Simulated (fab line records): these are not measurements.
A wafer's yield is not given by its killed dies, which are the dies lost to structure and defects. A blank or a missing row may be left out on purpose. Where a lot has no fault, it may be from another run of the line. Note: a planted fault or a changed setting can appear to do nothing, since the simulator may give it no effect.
Struck lot and sound lot, side by side / flow nand-harc / 20 out of 1302 route steps
Sound: wafers L950.1, L950.2, L950.6. The struck wafers were L959.1, L959.2, L959.5. The cause is given at the end.
For every step that has rows: the tool of each side, followed by ch and its chambers, followed by its first start. Under that, the readings that differ: sound wafers / struck wafers / difference of the means / sigmas: that difference in standard deviations of wafers without a fault.
alike: same words and numbers on both sides, and readings whose means sit less than 2 such deviations apart. not compared: any withheld reading, any reading some wafer has no value for, any bound like >300 that may hide the same value, and any number with overlapping values for which the record gives no deviation.
Wherever a step has rows on one side only, a row that says differs or no value, or a row with sigmas, the two part there. When numbers do not overlap yet have no deviation, they are printed without sigmas and do not part them. A reading missing from all wafers of one side parts the sides only when that side holds two or more wafers.

first, 4 steps without rows for these wafers: NHARC_P_GATE_PRECLEAN_71 (cleans in SC1); NHARC_P_GATE_SRD_72; NHARC_P_GATE_OXIDE_16 (material SiO2, target thk 3 nm, ox time 392 s); NHARC_P_GATE_CVD_17 (deposits poly-Si, target thk 150 nm, time 900 s).
NHARC_P_GATE_HM_DEP_102: deposits aC, target thk 120 nm.
  sound on acl-dep-02 ch 0, day 5 05:17; struck on acl-dep-02 ch 0, day 8 16:45
  alike: throttle-valve-pct
NHARC_P_GATE_DEP_103: deposits SiON, target thk 30 nm.
  sound on pecvd-04 ch 0,1, day 5 05:58; struck on pecvd-01 ch 0,2, day 8 17:26
reading=heater-power-w (W); sound=569 635 588; struck=853 740 746; difference=+182; sigmas=+2
then, 6 steps without rows for these wafers: NHARC_P_GATE_DEHYDRATE_18 (time 120 s); NHARC_P_GATE_HMDS_19 (time 30 s); NHARC_P_GATE_COAT_20 (resist thk 90 nm); NHARC_P_GATE_SOFTBAKE_21 (time 55 s); NHARC_P_GATE_EBR_22; NHARC_P_GATE_EXPOSE_23 (exposes mask P GATE, target cd 120 nm).
NHARC_P_GATE_PEB_24: peb time 65 s.
  sound on litho-track-04 ch 0, day 5 06:32; struck on litho-track-04 ch 0, day 8 18:01
reading=heater-power-total-W (W); sound=156.0 156.7 157.1; struck=164.1 164.3 164.9; difference=+7.8; sigmas=+19
  alike: exhaust-pa
then, 1 step without rows for these wafers: NHARC_P_GATE_DEVELOP_25 (develop time 35 s).
NHARC_P_GATE_CD_MEAS_26: target cd 120 nm.
  sound on cd-sem-02 ch 0, day 5 06:38; struck on cd-sem-01 ch 0, day 8 18:05
reading=cd-nm (nm); sound=119.7 121.3 119.6; struck=123.9 125.9 124.5; difference=+4.6; sigmas=+5
NHARC_P_GATE_OVL_MEAS_27:
  struck on overlay-02, day 8 18:10; sound on overlay-01, day 5 06:43
  alike: overlay-x-nm, overlay-y-nm
NHARC_P_GATE_INSPECT_28:
  struck on defect-inspect-02, day 8 18:13; sound on defect-inspect-02, day 5 06:45
  alike: raw-defect-count
NHARC_P_GATE_DESCUM_31: chemistry O2, time 3 s.
  sound on rie-diel-13 ch 0,1,3, day 5 06:49; struck on rie-diel-06 ch 0,2, day 8 18:16
reading=model.P_GATE.cd-nm (nm); sound=120.4 122.1 119.9; struck=123.5 125.6 124.9; difference=+3.9; sigmas=
  alike: chamber-pressure-mTorr, drypump-motor-current-A, mfc-ar-sccm, oes-product-au, rf-vpp-V, showerhead-plenum-p-Torr, throttle-valve-pct
  not compared: rf-hours-counter-h
NHARC_P_GATE_ETCH_104: etches the open film in CF4/CHF3, target depth 60 nm.
  sound on rie-diel-13 ch 1,3, day 5 06:55; struck on rie-diel-06 ch 0,2, day 8 18:21
reading=oes-product-au (a.u.); sound=0.974 0.958 0.965; struck=0.903 0.925 0.920; difference=-0.050; sigmas=-3
reading=rf-vpp-V (V); sound=374.8 371.6 373.4; struck=367.1 368.3 369.3; difference=-5.0; sigmas=-2
reading=model.P_GATE.cd-nm (nm); sound=120.8 121.9 120.3; struck=124.1 126.4 125.8; difference=+4.4; sigmas=
  alike: chamber-pressure-mTorr, drypump-motor-current-A, mfc-ar-sccm, showerhead-plenum-p-Torr, throttle-valve-pct
NHARC_P_GATE_HM_OPEN_105: chemistry O2/COS, target depth 360 nm.
  sound on rie-diel-13 ch 0,1; struck on rie-diel-06 ch 0,1,2
reading=rf-vpp-V (V); sound=471.4 469.6 470.5; struck=463.6 466.6 463.5; difference=-5.9; sigmas=-2
reading=showerhead-plenum-p-Torr (Torr); sound=3.32 3.26 3.32; struck=2.96 3.03 2.95; difference=-0.32; sigmas=-3
  alike: chamber-pressure-mTorr, drypump-motor-current-A, mfc-ar-sccm, oes-product-au, throttle-valve-pct
  not compared: rf-hours-counter-h

## WHERE THEY PART
Last at NHARC_P_GATE_HM_OPEN_105 as far as this record goes, first at NHARC_P_GATE_DEP_103.

WHY: what the simulator had put in
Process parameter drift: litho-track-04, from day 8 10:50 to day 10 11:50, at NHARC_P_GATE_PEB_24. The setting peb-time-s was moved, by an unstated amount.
